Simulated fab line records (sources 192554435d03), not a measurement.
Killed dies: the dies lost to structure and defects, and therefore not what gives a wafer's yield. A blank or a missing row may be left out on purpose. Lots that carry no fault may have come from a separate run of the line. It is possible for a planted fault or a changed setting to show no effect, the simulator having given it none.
Struck lot and sound lot, side by side    flow n5_finfet    41 out of 1938 route steps
Sound: wafers L194.3, L194.4, L194.6. Struck: wafers L193.1, L193.3, L193.5. The cause comes at the end.
Order at every step that has rows: each side's tool, ch and its chambers, its first start. Under that, the readings that differ: sound wafers    struck wafers    difference of the means    sigmas: that difference in standard deviations of wafers without a fault.
alike: a reading whose means differ by less than 2 such deviations, as well as words and numbers matching on both sides. not compared: withheld readings; readings where some wafer has no value; bounds like >300 that might hide an equal value; numbers whose values overlap and for which the record gives no deviation.
The two part at a step that has a row with sigmas, a row that says differs or no value, or rows on one side only. When numbers do not overlap yet have no deviation, they are printed without sigmas and do not part them. A reading missing from all wafers of one side parts the sides only when that side holds two or more wafers.

N5_BEOL_M0_STRIP_142: strips in N2/H2, time 10 s.
  sound on rie_diel-04 ch 0,2, day 9 10:16; struck on rie_diel-01 ch 0,2, day 9 04:16
reading                      sound        struck       difference  sigmas
drypump_motor_current_A (A)  6.1 6.1 6.1  4.8 5.8 4.8  -1.0        -2
  alike: bias_power_w, oes_product_au, rf_vpp_V, showerhead_plenum_p_Torr, throttle_valve_pct
  not compared: rf_hours_counter_h
N5_BEOL_M0_OCD_MEAS_108:
  sound on ocd-01 at day 9 10:21; struck on ocd-02 at day 9 04:20
  alike: trench_depth_nm
then, 5 steps without rows for these wafers: N5_BEOL_M0_HM_STRIP_129 (strips TiN in peroxide tin strip, target depth 17 nm, time 108 s); N5_BEOL_M0_SRD_130 (time 30 s); N5_BEOL_M0_ETCH_109 (etches SiCN in CH3F/O2, target depth 8 nm, overetch 2.4 nm, time 27.4 s); N5_BEOL_M0_STRIP_139 (strips in post etch residue remover, time 60 s); N5_BEOL_M0_SRD_111 (time 30 s).
N5_BEOL_M0_DEGAS_112: time 60 s.
  sound on pvd_sputter-03 at day 9 11:12; struck on pvd_sputter-02 at day 9 05:00
  alike: heater_power_w
then, 1 step without rows for these wafers: N5_BEOL_M0_PRE_CLEAN_113 (time 30 s).
N5_BEOL_M0_ALD_136: deposits TaN, pulse time 2 s, purge time 3 s, co reactant purge time 2 s.
  sound on ald_metal-01 ch 0,1,2, day 9 11:22; struck on ald_metal-04 ch 2,3, day 9 05:06
  alike: heater_power_outer_w, heater_power_w, precursor_vessel_carrier_sccm
then, 2 steps without rows for these wafers: N5_BEOL_M0_SURFACE_TREAT_137; N5_BEOL_M0_CVD_115 (deposits Co from CCTBA/H2, time 120 s).
N5_BEOL_M0_SPUTTER_116: material Cu, target thk 4 nm, time 7.37 s.
  sound on pvd_sputter-02 at day 9 12:03; struck on pvd_sputter-03 at day 9 06:08
  alike: chamber_pressure_pa, throttle_valve_pct
then, 8 steps without rows for these wafers: N5_BEOL_M0_ANNEAL_117 (time 60 s); N5_BEOL_M0_SPUTTER_132 (material Cu, target thk 4 nm, time 7.37 s); N5_BEOL_M0_ANNEAL_133 (time 60 s); N5_BEOL_M0_SPUTTER_134 (material Cu, target thk 4 nm, time 7.37 s); N5_BEOL_M0_ANNEAL_135 (time 60 s); N5_BEOL_M0_SPUTTER_141 (material Cu, target thk 4 nm, time 7.37 s); N5_BEOL_M0_ECD_118 (material Cu, target thk 300 nm); N5_BEOL_M0_ANNEAL_119 (time 90 s).
N5_BEOL_M0_CMP_120: polishes, stops on SiOC, t overpolish 6.9 s.
  sound on cmp-04 ch 0,3, day 9 12:54; struck on cmp-02 ch 1,2, day 9 06:59
  alike: barrier_field_endpoint_s, motor_current_A, overpolish_run_s, time_to_endpoint_s
  not compared: pad_life_wafers
then, 4 steps without rows for these wafers: N5_BEOL_M0_PRE_CLEAN_131 (time 15 s); N5_BEOL_M0_CO_CAP_123 (material Co, precursor CCTBA/H2, target thk 2 nm, time 102.1 s); N5_BEOL_M0_PRE_CLEAN_124 (time 15 s); N5_BEOL_M0_DEP_125 (deposits SiCN from 3MS/NH3, target thk 8 nm, time 14 s).
N5_BEOL_M0_RS_MEAS_126: measurement is done with a four-point probe.
  sound on film_metro-02 at day 9 13:28; struck on film_metro-01 at day 9 07:32
  alike: M0_RS
N5_BEOL_M1_ILD_DEP_00: deposits SiOC from DEMS/O2, target thk 79 nm, time 15.3 s.
  sound on pecvd-01 ch 0,1, day 9 13:32; struck on pecvd-01 ch 0,1,2, day 9 07:37
  alike: heater_power_outer_w, heater_power_w, showerhead_plenum_p_Torr, throttle_valve_pct
N5_BEOL_M1_THK_MEAS_01:
  sound on film_metro-01 at day 9 13:37; struck on film_metro-02 at day 9 07:40
  alike: M1_ILD_THK
then, 11 steps without rows for these wafers: N5_BEOL_M1_PECVD_72 (deposits SiO2 from TEOS/O2, target thk 16 nm, time 18 s); N5_BEOL_M1_HM_DEP_02 (deposits TiN, target thk 20 nm); N5_BEOL_M1_COAT_61 (time 60 s, resist thk 60 nm); N5_BEOL_M1_COAT_62 (time 60 s, resist thk 12 nm); N5_BEOL_M1_COAT_73 (time 60 s, resist thk 5 nm); N5_BEOL_M1_COAT_05 (resist thk 30 nm); N5_BEOL_M1_EBR_07; N5_BEOL_M1_SOFTBAKE_06 (time 60 s); N5_BEOL_M1_EXPOSE_08 (exposes mask M1); N5_BEOL_M1_PEB_09 (peb time 60 s); N5_BEOL_M1_DEVELOP_10 (develop time 30 s).
-- here the record skips 7 days between the struck wafers' starts before and after, leaving off in module BEOL_M1 and picking up in module PASSIVATION (first step shown: number 1936 of the route) --
N5_PASSIVATION_PROBE_49:
  rows exist in the record for the struck wafers here (prober-02, day 15 20:01), but not for the sound ones

WHERE THEY PART
Last at N5_PASSIVATION_PROBE_49 as far as this record goes, first at N5_BEOL_M0_STRIP_142.

WHY: whatever the simulator had introduced
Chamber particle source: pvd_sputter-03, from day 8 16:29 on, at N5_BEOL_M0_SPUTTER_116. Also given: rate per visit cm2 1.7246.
